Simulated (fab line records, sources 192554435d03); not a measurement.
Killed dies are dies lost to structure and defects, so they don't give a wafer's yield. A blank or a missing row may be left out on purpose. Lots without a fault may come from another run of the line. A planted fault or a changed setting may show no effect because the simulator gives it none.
fab line records | flow n5_finfet
record lots=6 wafers=18 last_day=17
route steps=1938 shown GATE_CUT@493 BEOL_M4@1111 PASSIVATION@1936
lots that met no fault: from a run of the same line without faults
start_h: hours from the record's first day to the start of the lot's first wafer shown | wait_h: hours since the lot's step before | " the same as in the row above | L1.1+2: a row that stands for several wafers | - no value, or no start given | * or withheld: withheld | < > ~ a bound
route shown NAME@n: a module of which the file shows steps, and the number in the route of the first | usual: mean/standard deviation of fault-free wafers | same: alike in all rows | chamber/n: place in a boat | sites: the reading at each site | _std_site: their standard deviation | _edge_site: outer sites' mean less inner sites' | radius_mm: how far each site lies from the wafer's centre | mask NAME#n: copy n | behind: the tool/chamber that last shaped the wafer | hold: why the lot was held/for how many hours/how that ended | device: the transistor (n, p or np) that didn't switch | end of line: the same wafers' tests at the end of the route | a step without rows: its recipe alone | killed: dies lost to structure and defects at the first sort, not the wafer's yield | map: a wafer's dies, x killed, . not, _ none there
set.NAME: the setting as run; set.NAME@STEP: as run at that earlier step | model.NAME: the simulator's own value behind a step, which no gauge read
lots at some steps of the route; a table a step, a row a wafer
services: from which hour (start_h, from the record's first day; less than 0 if before it) a tool's chamber was out of use, for how many hours, and why
## steps
# step N5_GATE_CUT_ETCH_37
# recipe chemistry=N2/H2 target=SOC target_depth_a=600 overetch_a=120 mask_material=SiARC temp_c=40 time_s=90 ion_energy_ev=200 pressure_mtorr=30 source_w=840 bias_w=150 n2_flow_sccm=200 h2_flow_sccm=200
# usual bias_w=150.0/0.46 drypump_motor_current_A=5.4/0.49 oes_product_au=0.69/0.086 rf_vpp_V=524/3 showerhead_plenum_p_Torr=2.54/0.11 throttle_valve_pct=17.9/0.31
# columns lot.wafer tool chamber start_h wait_h bias_w drypump_motor_current_A oes_product_au rf_hours_counter_h rf_vpp_V showerhead_plenum_p_Torr throttle_valve_pct
L727.2 rie_diel-06 3 127.30 0.0 149.7 4.8 0.64 198 526 2.64 18.0
L727.3 " 1 " " 149.2 5.8 0.84 4 524 2.48 17.4
L727.5 " 2 " " 150.4 4.7 0.62 - 520 2.40 18.2
L733.2 rie_diel-04 1 162.36 0.0 149.8 5.3 0.68 152 524 2.56 17.9
L733.3 " 3 " " 149.6 5.8 0.65 202 526 2.61 18.2
L733.4 " 0 " " 149.7 5.6 0.84 18 527 2.59 17.4
L735.1 rie_diel-02 2 175.99 0.0 149.4 5.5 0.63 209 526 2.64 18.1
L735.3 " 3 " " 149.4 5.9 0.63 246 526 2.62 18.4
L735.6 " 3 " " 149.8 5.8 0.63 - 526 2.62 18.4
L736.1 rie_diel-04 1 178.73 0.0 149.2 5.4 0.68 157 524 2.55 18.0
L736.4 " 2 " " 150.1 5.2 0.77 37 523 2.60 17.6
L736.5 " 3 " " 150.0 5.9 0.65 - 526 2.61 18.2
L741.2 rie_diel-04 1 211.65 0.0 149.6 5.4 0.67 166 524 2.55 18.0
L741.5 " 1 " " 149.7 5.4 0.67 - 524 2.55 18.0
L741.6 " 2 " " 149.8 5.2 0.75 - 526 2.59 17.7
L742.2 rie_diel-02 1 216.60 0.0 149.4 6.0 0.61 250 518 2.37 17.5
L742.5 " 3 " " 149.7 5.9 0.88 - 525 2.61 17.9
L742.6 " 0 " " 149.4 5.9 0.80 - 528 2.70 17.6
# step N5_GATE_CUT_STRIP_38
# recipe chemistry=N2/H2 temp_c=40 n2_flow_sccm=200 h2_flow_sccm=200 rf_frequency_hz=6e+07
# step N5_GATE_CUT_STRIP_39
# recipe chemistry=N2/H2 temp_c=40 n2_flow_sccm=200 h2_flow_sccm=200 rf_frequency_hz=6e+07
# step N5_GATE_CUT_HM_OPEN_40
# recipe chemistry=C4F6/O2 target=SiO2 mask_material=SiARC target_depth_a=1390 time_s=85.1 ion_energy_ev=250 pressure_mtorr=30 source_w=345 bias_w=185 Ar_flow_sccm=300 C4F6_flow_sccm=10 O2_flow_sccm=10 ends=cleared
# step N5_GATE_CUT_STRIP_41
# recipe chemistry=CF4 resist=SiARC power_w=300 bias_power_w=75 pressure_mtorr=50 cf4_flow_sccm=150 rf_frequency_hz=6e+07
# usual drypump_motor_current_A=5.4/0.49 oes_product_au=0.178/0.022 rf_vpp_V=271.1/1.7 showerhead_plenum_p_Torr=1.79/0.072 throttle_valve_pct=13.65/0.27
# columns lot.wafer tool chamber start_h wait_h drypump_motor_current_A oes_product_au rf_hours_counter_h rf_vpp_V showerhead_plenum_p_Torr throttle_valve_pct
L727.2 rie_diel-06 3 127.45 0.0 4.8 0.169 198 273.8 1.85 13.66
L727.3 " 1 " " 5.8 0.217 4 271.0 1.76 13.32
L727.5 " 2 " " 4.6 0.160 - 268.7 1.70 13.96
L733.2 rie_diel-04 1 162.50 0.0 5.3 0.177 152 270.9 1.81 13.57
L733.3 " 3 " " 5.9 0.169 202 272.9 1.85 14.08
L733.4 " 0 " " 5.6 0.210 18 272.3 1.83 13.20
L735.1 rie_diel-02 2 176.13 0.0 5.5 0.168 209 272.9 1.86 13.90
L735.3 " 3 " " 5.9 0.159 247 271.8 1.83 13.91
L735.6 " 3 " " 5.9 0.164 - 271.3 1.83 13.90
L736.1 rie_diel-04 1 178.88 0.0 5.3 0.174 157 271.3 1.81 13.59
L736.4 " 2 " " 5.2 0.196 37 272.6 1.82 13.19
L736.5 " 3 " " 5.8 0.171 - 272.6 1.85 14.08
L741.2 rie_diel-04 1 211.79 0.0 5.3 0.174 166 271.0 1.80 13.61
L741.5 " 1 " " 5.3 0.179 - 271.5 1.80 13.60
L741.6 " 2 " " 5.2 0.195 - 271.3 1.82 13.19
L742.2 rie_diel-02 1 216.74 0.0 6.0 0.159 250 268.2 1.69 13.54
L742.5 " 3 " " 5.9 0.223 - 272.2 1.82 13.32
L742.6 " 0 " " 5.8 0.210 - 274.2 1.91 13.36
# step N5_GATE_CUT_STRIP_42
# recipe chemistry=O2 power_w=400 temp_c=40 pressure_mtorr=30 rf_frequency_hz=6e+07 bias_power_w=0 overash_fraction=0.3 o2_flow_sccm=225
# step N5_GATE_CUT_ETCH_19
# recipe chemistry=CH3F/O2 target=SiNx mask_material=SiO2 target_depth_a=537 time_s=76.7 pressure_mtorr=30 source_w=395 bias_w=73 Ar_flow_sccm=150 CH3F_flow_sccm=30 O2_flow_sccm=20 ion_energy_ev=120 ends=cleared
# usual bias_w=73.02/0.23 drypump_motor_current_A=5.4/0.49 etch_rf_on_time_s=76.7/1.1 oes_product_au=0.66/0.087 rf_vpp_V=298/7 showerhead_plenum_p_Torr=2.00/0.083 throttle_valve_pct=16.39/0.26
# columns lot.wafer tool chamber start_h wait_h bias_w drypump_motor_current_A etch_rf_on_time_s oes_product_au rf_hours_counter_h rf_vpp_V showerhead_plenum_p_Torr throttle_valve_pct
L727.2 rie_diel-06 3 127.51 0.0 73.03 4.8 77.2 0.61 198 309 2.06 16.38
L727.3 " 1 " " 72.95 5.8 74.7 0.82 4 283 1.97 16.16
L727.5 " 2 " " 72.80 4.7 76.6 0.59 - 293 1.89 16.63
L733.2 rie_diel-04 1 162.56 0.0 73.30 5.4 78.0 0.64 152 292 1.99 16.19
L733.3 " 3 " " 72.79 5.8 77.2 0.62 203 303 2.07 16.85
L733.4 " 0 " " 73.20 5.6 74.8 0.81 18 294 2.04 15.99
L735.1 rie_diel-02 2 176.19 0.0 73.36 5.5 77.2 0.61 209 305 2.09 16.72
L735.3 " 3 " " 73.11 5.9 76.2 0.60 247 301 2.05 16.67
L735.6 " 3 " " 73.52 5.9 75.9 0.60 - 301 2.05 16.67
L736.1 rie_diel-04 1 178.94 0.0 73.28 5.4 78.2 0.64 157 291 1.99 16.20
L736.4 " 2 " " 72.68 5.2 75.6 0.75 37 304 2.04 16.00
L736.5 " 3 " " 72.93 5.8 78.2 0.61 - 305 2.07 16.88
L741.2 rie_diel-04 1 211.85 0.0 73.03 5.4 77.8 0.63 166 291 1.98 16.22
L741.5 " 1 " " 72.45 5.3 78.4 0.63 - 291 1.98 16.22
L741.6 " 2 " " 72.86 5.2 75.3 0.74 - 303 2.03 16.01
L742.2 rie_diel-02 1 216.80 0.0 73.33 6.0 77.5 0.58 250 300 1.90 16.34
L742.5 " 3 " " 73.43 5.9 76.7 0.83 - 301 2.05 16.19
L742.6 " 0 " " 72.99 5.8 76.0 0.77 - 297 2.11 16.01
# step N5_GATE_CUT_CUT_ETCH_53
# recipe chemistry=SF6/Cl2 target=W mask_material=SiO2 target_depth_a=792 pressure_mtorr=8 icp_w=900 bias_w=80 SF6_flow_sccm=40 Cl2_flow_sccm=60 ends=cleared
# usual bias_w=80.01/0.24 drypump_motor_current_A=6.1/0.43 etch_rf_on_time_s=26.4/0.61 oes_product_au=0.66/0.088 throttle_valve_pct=28.75/0.15
# columns lot.wafer tool chamber start_h wait_h bias_w drypump_motor_current_A etch_rf_on_time_s oes_product_au rf_hours_counter_h throttle_valve_pct
L727.2 rie_metal-01 1 127.62 0.1 79.98 6.6 26.8 0.54 129 28.73
L727.3 " 1 " " 80.21 6.6 27.0 0.54 - 28.73
L727.5 " 1 " " 79.88 6.6 26.8 0.54 - 28.74
L733.2 rie_metal-03 1 162.67 0.1 80.38 6.5 26.9 0.75 21 28.50
L733.3 " 1 " " 80.19 6.5 26.9 0.76 - 28.50
L733.4 " 0 " " 80.28 5.4 26.0 0.66 - 28.79
L735.1 rie_metal-03 0 176.30 0.1 79.79 5.4 25.7 0.67 61 28.78
L735.3 " 1 " " 79.91 6.5 26.4 0.76 - 28.48
L735.6 " 1 " " 79.74 6.5 26.5 0.76 - 28.49
L736.1 rie_metal-03 0 179.04 0.1 79.90 5.4 25.6 0.67 61 28.78
L736.4 " 1 " " 80.04 6.5 26.7 0.76 - 28.49
L736.5 " 0 " " 79.91 5.4 25.6 0.67 - 28.79
L741.2 rie_metal-02 1 211.96 0.1 79.83 6.5 27.2 0.72 33 28.76
L741.5 " 0 " " 79.90 5.9 25.9 0.61 - 28.92
L741.6 " 1 " " 79.86 6.5 27.3 0.73 - 28.77
L742.2 rie_metal-01 0 216.91 0.1 79.81 6.3 26.6 0.56 120 28.85
L742.5 " 0 " " 79.71 6.3 26.6 0.56 - 28.84
L742.6 " 1 " " 80.33 6.6 26.6 0.89 - 28.58
# step N5_GATE_CUT_CUT_ETCH_54
# recipe chemistry=Cl2/BCl3 target=TiN mask_material=SiO2 target_depth_a=967 pressure_mtorr=10 icp_w=1000 bias_w=126 Cl2_flow_sccm=53.25 bcl3_flow_sccm=21.75 Ar_flow_sccm=25 ends=cleared
# step N5_GATE_CUT_CUT_ETCH_55
# recipe chemistry=BCl3 target=HfO2 mask_material=SiO2 target_depth_a=32 ion_energy_ev=30 pressure_mtorr=5 icp_w=450 bias_w=18 bcl3_flow_sccm=80
# step N5_GATE_CUT_ETCH_47
# recipe chemistry=Cl2/BCl3 target=SiO2 target_depth_a=100 pressure_mtorr=10 icp_w=1000 bias_w=126 Cl2_flow_sccm=53.25 bcl3_flow_sccm=21.75 Ar_flow_sccm=25
# step N5_GATE_CUT_VAPOR_ETCH_48
# recipe chemistry=BCl3/Cl2 target=TiN mode=isotropic
# usual drypump_motor_current_A=6.1/0.44 oes_product_au=0.74/0.1
# columns lot.wafer tool chamber start_h wait_h drypump_motor_current_A oes_product_au
L727.2 rie_metal-01 1 127.80 0.0 6.6 0.60
L727.3 " 1 " " 6.6 0.61
L727.5 " 1 " " 6.6 0.60
L733.2 rie_metal-03 1 162.85 0.0 6.5 0.85
L733.3 " 1 " " 6.5 0.85
L733.4 " 0 " " 5.4 0.73
L735.1 rie_metal-03 0 176.48 0.0 5.4 0.74
L735.3 " 1 " " 6.4 0.85
L735.6 " 1 " " 6.5 0.85
L736.1 rie_metal-03 0 179.22 0.0 5.4 0.74
L736.4 " 1 " " 6.4 0.86
L736.5 " 0 " " 5.4 0.74
L741.2 rie_metal-02 1 212.14 0.0 6.5 0.81
L741.5 " 0 " " 5.9 0.66
L741.6 " 1 " " 6.5 0.82
L742.2 rie_metal-01 0 217.09 0.0 6.2 0.62
L742.5 " 0 " " 6.3 0.61
L742.6 " 1 " " 6.6 0.99
# step N5_GATE_CUT_VAPOR_ETCH_49
# recipe chemistry=BCl3/Cl2 target=TiAlC mode=isotropic
# usual drypump_motor_current_A=6.1/0.43 oes_product_au=0.74/0.1
# columns lot.wafer tool chamber start_h wait_h drypump_motor_current_A oes_product_au
L727.2 rie_metal-01 1 127.83 0.0 6.6 0.60
L727.3 " 1 " " 6.6 0.61
L727.5 " 1 " " 6.6 0.62
L733.2 rie_metal-03 1 162.88 0.0 6.5 0.86
L733.3 " 1 " " 6.5 0.85
L733.4 " 0 " " 5.4 0.74
L735.1 rie_metal-03 0 176.51 0.0 5.4 0.73
L735.3 " 1 " " 6.5 0.85
L735.6 " 1 " " 6.5 1.12
L736.1 rie_metal-03 0 179.25 0.0 5.4 0.75
L736.4 " 1 " " 6.5 1.13
L736.5 " 0 " " 5.4 0.73
L741.2 rie_metal-02 1 212.17 0.0 6.6 0.81
L741.5 " 0 " " 5.9 0.66
L741.6 " 1 " " 6.5 0.81
L742.2 rie_metal-01 0 217.12 0.0 6.2 0.63
L742.5 " 0 " " 6.2 0.63
L742.6 " 1 " " 6.6 1.00
# step N5_GATE_CUT_VAPOR_ETCH_51
# recipe chemistry=BCl3/Cl2 target=HfO2 mode=isotropic
# step N5_BEOL_M4_RC_MEAS_101
# usual DIBL_N=36.9/1.6 DIBL_P=37.1/2 IOFF_N=0.17/0.032 IOFF_P=0.22/0.036 ION_N=674/12 ION_P=463/7.8 SS_N=71.7/0.63 SS_P=73.5/0.62 VT_N=249/3.3 VT_P=-250/3.5
# columns lot.wafer tool chamber start_h wait_h DIBL_N[mV/V] DIBL_P[mV/V] IOFF_N[nA/um] IOFF_P[nA/um] ION_N[uA/um] ION_P[uA/um] SS_N[mV/dec] SS_P[mV/dec] VT_N[mV] VT_P[mV]
L727.2 prober-01 0 221.10 0.2 37.9 37.9 0.20 0.26 689 470 72.1 73.9 247 -248
L727.3 " 0 " " 36.4 35.9 0.16 0.21 676 464 71.6 73.7 248 -252
L727.5 " 0 " " 37.9 37.6 0.19 0.25 688 471 71.0 74.1 245 -246
L733.2 prober-01 0 241.92 0.2 38.4 37.4 0.19 0.23 679 460 71.6 73.7 246 -250
L733.3 " 0 " " 36.9 36.4 0.16 0.19 668 456 71.8 73.2 251 -251
L733.4 " 0 " " 37.7 37.3 0.18 0.23 670 458 72.3 73.4 248 -253
L735.1 prober-01 0 257.27 0.0 33.8 35.5 0.14 0.19 667 462 70.4 73.1 249 -250
L735.3 " 0 " " 37.8 39.3 0.21 0.25 686 468 71.9 74.0 244 -246
L735.6 " 0 " " 38.2 39.2 0.21 0.24 682 462 72.3 74.1 248 -248
L736.1 prober-01 0 275.38 0.0 38.6 40.8 0.22 0.26 691 464 72.4 74.4 244 -247
L736.4 " 0 " " 36.2 37.5 0.16 0.22 671 463 72.7 73.4 251 -250
L736.5 " 0 " " 39.0 42.0 0.25 0.31 692 473 72.6 75.1 245 -248
L741.2 prober-01 0 300.17 0.2 37.0 40.7 0.20 0.27 685 466 72.5 73.4 248 -246
L741.5 " 0 " " 36.9 39.2 0.18 0.25 669 465 72.6 72.9 247 -247
L741.6 " 0 " " 37.6 40.1 0.22 0.25 679 463 72.8 73.2 246 -247
L742.2 prober-01 0 302.28 0.2 35.2 34.0 0.14 0.24 670 467 71.5 73.5 250 -246
L742.5 " 0 " " 37.1 35.2 0.17 0.25 688 475 71.8 73.7 250 -246
L742.6 " 0 " " 37.9 35.5 0.19 0.26 680 469 72.2 73.1 246 -245
# step N5_PASSIVATION_PROBE_49
# usual defect_limited_yield=90.9/1.6 killed_at_M0_to_M3=34/11 killed_at_M4_up=14/5.7 killed_at_contacts=13/6.5 killed_at_front_end=43/11 killed_at_other=4/3.1 killed_dies=107/19 killed_on_rim=14/3.9 killed_open=71/14 killed_short=35/7.9 sort_bin_5_function=5.3/1.1 sort_bin_6_memory=3.4/0.74 sort_n_pass=1073/19 sort_yield_pct=90.9/1.6
# same gross_dies=1180 killed_at_back_side=0 sort_bin_4_leakage[%]=0 sort_bin_8_speed[%]=0
# columns lot.wafer tool chamber start_h wait_h defect_limited_yield[%] killed_at_M0_to_M3 killed_at_M4_up killed_at_contacts killed_at_front_end killed_at_other killed_dies killed_on_rim killed_open killed_short sort_bin_5_function[%] sort_bin_6_memory[%] sort_n_pass sort_yield_pct[%]
L727.2 prober-01 - 323.70 0.1 90.6 38 25 11 37 0 111 16 67 43 5.8 3.3 1069 90.6
L727.3 prober-01 - 323.75 0.1 88.1 44 23 23 43 7 140 11 86 46 7.1 3.8 1040 88.1
L727.5 prober-01 - 323.85 0.2 89.4 41 10 10 61 3 125 17 75 44 6.2 3.4 1055 89.4
L733.2 prober-02 - 349.97 0.1 90.8 27 14 17 50 1 109 18 79 30 5.3 3.4 1071 90.8
L733.3 prober-02 - 350.02 0.1 90.7 37 16 13 40 4 110 17 82 28 5.0 4.2 1070 90.7
L733.4 prober-02 - 350.07 0.2 92.5 26 14 11 33 4 88 16 64 23 4.4 2.6 1092 92.5
L735.1 prober-02 - 357.14 0.0 90.3 45 23 7 35 5 115 13 85 30 6.3 3.3 1065 90.3
L735.3 prober-02 - 357.24 0.1 91.7 30 23 18 24 3 98 13 66 30 4.2 3.7 1082 91.7
L735.6 prober-02 - 357.39 0.3 90.0 42 29 9 36 2 118 16 90 27 6.3 3.6 1062 90.0
L736.1 prober-02 - 380.24 0.8 90.8 24 11 8 66 0 109 12 73 34 5.3 3.1 1071 90.8
L736.4 prober-02 - 380.39 0.9 89.4 46 10 9 59 1 125 11 84 39 6.6 3.6 1055 89.4
L736.5 prober-02 - 380.44 1.0 89.7 37 19 12 50 3 121 13 80 41 6.4 3.5 1059 89.7
L741.2 prober-01 - 407.10 0.1 90.9 36 10 5 51 5 107 16 64 39 5.5 3.2 1073 90.9
L741.5 prober-01 - 407.25 0.2 92.0 21 18 7 43 5 94 15 52 38 4.0 3.6 1086 92.0
L741.6 prober-01 - 407.30 0.3 92.0 27 5 7 48 7 94 14 58 30 5.1 2.6 1086 92.0
L742.2 prober-02 - 407.42 0.1 92.9 35 11 4 28 6 84 11 60 24 3.8 3.1 1096 92.9
L742.5 prober-02 - 407.57 0.2 91.5 35 18 11 33 3 100 15 74 23 5.3 3.1 1080 91.5
L742.6 prober-02 - 407.62 0.3 92.5 16 8 18 39 8 89 15 65 24 4.1 3.3 1091 92.5
# killed by level:class
L727.2 BEOL_M3:geometric_particle:open=10 BEOL_M4:geometric_particle:short=10 MOL_CONTACT_COAG:geometric_particle:open=9 BEOL_M0_SAQP:geometric_particle:short=9 FIN_SAQP:geometric_particle:short=6 STI_FIN_REVEAL:geometric_particle:open=6 BEOL_M0_SAQP:geometric_particle:open=6 BEOL_M1:geometric_particle:open=5
L727.3 MOL_CONTACT_COAG:geometric_particle:open=20 BEOL_M0_SAQP:geometric_particle:open=11 BEOL_M3:geometric_particle:open=11 BEOL_M4:geometric_particle:open=11 FIN_SAQP:geometric_particle:short=10 BEOL_M2:geometric_particle:open=9 HKMG_FIN:area_etch=8 BEOL_M0_SAQP:geometric_particle:short=5
L727.5 FIN_SAQP:geometric_particle:open=14 BEOL_M3:geometric_particle:open=11 BEOL_M2:geometric_particle:open=11 STI_FIN_REVEAL:geometric_particle:open=10 FIN_SAQP:geometric_particle:short=9 MOL_CONTACT_COAG:geometric_particle:open=7 GATE_CUT:geometric_particle:short=7 BEOL_M1:geometric_particle:open=6
L733.2 STI_FIN_REVEAL:geometric_particle:open=19 MOL_CONTACT_COAG:geometric_particle:open=12 BEOL_M3:geometric_particle:open=11 BEOL_M4:geometric_particle:open=10 GATE_CUT:geometric_particle:short=8 DUMMY_GATE:geometric_particle:open=6 FIN_SAQP:geometric_particle:open=5 MOL_CONTACT_COAG:geometric_particle:short=5
L733.3 STI_FIN_REVEAL:geometric_particle:open=13 MOL_CONTACT_COAG:geometric_particle:open=13 BEOL_M1:geometric_particle:open=9 BEOL_M0_SAQP:geometric_particle:short=7 FIN_SAQP:geometric_particle:open=6 BEOL_M0:geometric_particle:open=5 BEOL_M2:geometric_particle:open=5 BEOL_M4:geometric_particle:open=5
L733.4 MOL_CONTACT_COAG:geometric_particle:open=10 FIN_SAQP:geometric_particle:open=8 BEOL_M2:geometric_particle:open=8 STI_FIN_REVEAL:geometric_particle:open=6 DUMMY_GATE:geometric_particle:open=6 BEOL_M3:geometric_particle:open=6 BEOL_M1:geometric_particle:open=3 BEOL_M4:geometric_particle:open=3
L735.1 BEOL_M4:geometric_particle:open=16 BEOL_M3:geometric_particle:open=15 DUMMY_GATE:geometric_particle:open=8 BEOL_M1:geometric_particle:open=8 FIN_SAQP:geometric_particle:short=7 MOL_CONTACT_COAG:geometric_particle:open=6 BEOL_M0_SAQP:geometric_particle:open=6 BEOL_M2:geometric_particle:open=6
L735.3 MOL_CONTACT_COAG:geometric_particle:open=14 BEOL_M4:geometric_particle:open=6 FIN_SAQP:geometric_particle:open=5 BEOL_M0_SAQP:geometric_particle:open=5 BEOL_M3:geometric_particle:open=5 MOL_CONTACT_COAG:geometric_particle:short=4 BEOL_M0_SAQP:geometric_particle:short=4 BEOL_M1:geometric_particle:short=4
L735.6 BEOL_M4:geometric_particle:open=19 FIN_SAQP:geometric_particle:open=12 BEOL_M3:geometric_particle:open=10 BEOL_M1:geometric_particle:open=9 MOL_CONTACT_COAG:geometric_particle:open=7 BEOL_M0_SAQP:geometric_particle:short=6 DUMMY_GATE:geometric_particle:open=5 BEOL_M0_SAQP:geometric_particle:open=5
L736.1 FIN_SAQP:geometric_particle:short=20 FIN_SAQP:geometric_particle:open=17 STI_FIN_REVEAL:geometric_particle:open=9 BEOL_M2:geometric_particle:open=8 BEOL_M4:geometric_particle:open=7 MOL_CONTACT_COAG:geometric_particle:open=7 BEOL_M0_SAQP:geometric_particle:open=7 STARTING-WAFER:geometric_particle:open=5
L736.4 STI_FIN_REVEAL:geometric_particle:open=17 BEOL_M2:geometric_particle:open=15 FIN_SAQP:geometric_particle:open=12 BEOL_M0_SAQP:geometric_particle:short=11 DUMMY_GATE:geometric_particle:open=9 MOL_CONTACT_COAG:geometric_particle:open=9 FIN_SAQP:geometric_particle:short=6 BEOL_M0_SAQP:geometric_particle:open=5
L736.5 STI_FIN_REVEAL:geometric_particle:open=17 DUMMY_GATE:geometric_particle:open=10 MOL_CONTACT_COAG:geometric_particle:open=9 BEOL_M4:geometric_particle:open=8 BEOL_M0_SAQP:geometric_particle:open=8 BEOL_M2:geometric_particle:open=8 STARTING-WAFER:geometric_particle:short=8 BEOL_M0_SAQP:geometric_particle:short=7
L741.2 BEOL_M0_SAQP:geometric_particle:open=10 BEOL_M0_SAQP:geometric_particle:short=9 FIN_SAQP:geometric_particle:short=8 BEOL_M3:geometric_particle:open=7 FIN_SAQP:geometric_particle:open=6 STI_FIN_REVEAL:geometric_particle:open=6 ILD0:geometric_particle:open=6 GATE_CUT:geometric_particle:open=6
L741.5 GATE_CUT:geometric_particle:open=10 STI_FIN_REVEAL:geometric_particle:open=8 MOL_CONTACT_COAG:geometric_particle:open=7 GATE_CUT:geometric_particle:short=6 BEOL_M0_SAQP:geometric_particle:short=5 BEOL_M5:geometric_particle:open=5 FIN_SAQP:geometric_particle:short=4 BEOL_M0_SAQP:geometric_particle:open=4
L741.6 STI_FIN_REVEAL:geometric_particle:open=16 BEOL_M0_SAQP:geometric_particle:open=8 FIN_SAQP:geometric_particle:short=6 MOL_CONTACT_COAG:geometric_particle:open=5 BEOL_M0_SAQP:geometric_particle:short=5 GATE_CUT:geometric_particle:short=4 GATE_CUT:geometric_particle:open=4 BEOL_M1:geometric_particle:open=4
L742.2 STI_FIN_REVEAL:geometric_particle:open=8 BEOL_M1:geometric_particle:open=8 FIN_SAQP:geometric_particle:open=6 BEOL_M2:geometric_particle:open=6 BEOL_M3:geometric_particle:open=6 FIN_SAQP:geometric_particle:short=5 BEOL_M0_SAQP:geometric_particle:open=5 BEOL_M4:geometric_particle:open=5
L742.5 BEOL_M2:geometric_particle:open=18 FIN_SAQP:geometric_particle:short=9 MOL_CONTACT_COAG:geometric_particle:open=9 FIN_SAQP:geometric_particle:open=7 BEOL_M4:geometric_particle:open=7 STI_FIN_REVEAL:geometric_particle:open=7 BEOL_M3:geometric_particle:open=5 BEOL_M0_SAQP:geometric_particle:open=4
L742.6 MOL_CONTACT_COAG:geometric_particle:open=17 FIN_SAQP:geometric_particle:open=8 STI_FIN_REVEAL:geometric_particle:open=7 DUMMY_GATE:geometric_particle:open=7 FIN_SAQP:geometric_particle:short=5 BEOL_M3:geometric_particle:open=4 BEOL_M0_SAQP:geometric_particle:short=3 PASS1_CAP:geometric_particle:short=3
## services
# columns tool chamber start_h hours kind
rie_metal-02 0 122.24 33.3 repair
rie_metal-03 - 123.70 0.8 repair
rie_diel-02 0 132.05 - clean
rie_diel-02 0 132.05 - consumable_replace:focus_ring
rie_diel-02 0 132.05 - consumable_replace:showerhead
rie_diel-02 0 132.05 15.5 scheduled_down
rie_diel-02 0 132.05 15.5 vent_cycle
rie_diel-06 2 164.59 - clean
rie_diel-06 2 164.59 - consumable_replace:focus_ring
rie_diel-06 2 164.59 - consumable_replace:showerhead
rie_diel-06 2 164.59 32.4 scheduled_down
rie_metal-01 1 186.07 - clean
rie_metal-01 1 186.07 16.2 scheduled_down
rie_metal-01 1 186.07 16.2 vent_cycle
rie_diel-02 3 188.65 - clean
rie_diel-02 3 188.65 - consumable_replace:focus_ring
rie_diel-02 3 188.65 18.4 scheduled_down
rie_diel-02 3 188.65 18.4 vent_cycle
rie_diel-04 - 189.90 2.8 pm
rie_diel-02 1 217.11 - clean
rie_diel-02 1 217.11 - consumable_replace:focus_ring
rie_diel-02 1 217.11 - consumable_replace:showerhead
rie_diel-02 1 217.11 28.9 scheduled_down
rie_diel-02 1 217.11 28.9 vent_cycle
## key
first_sign step=N5_GATE_CUT_VAPOR_ETCH_49 reading=oes_product_au direction=up sigmas=3.7 usual=0.74 struck=1.12
effect none on later readings
met_at N5_GATE_CUT_VAPOR_ETCH_49
struck_wafers L735.6,L736.4
onset_between 162.88 176.51
fault kind=process_parameter_drift tool=rie_metal-03 chamber=- onset_h=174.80 steps=N5_GATE_CUT_VAPOR_ETCH_49 channel=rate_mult offset=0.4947 shape=step end_h=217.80 scope=struck_wafers_only
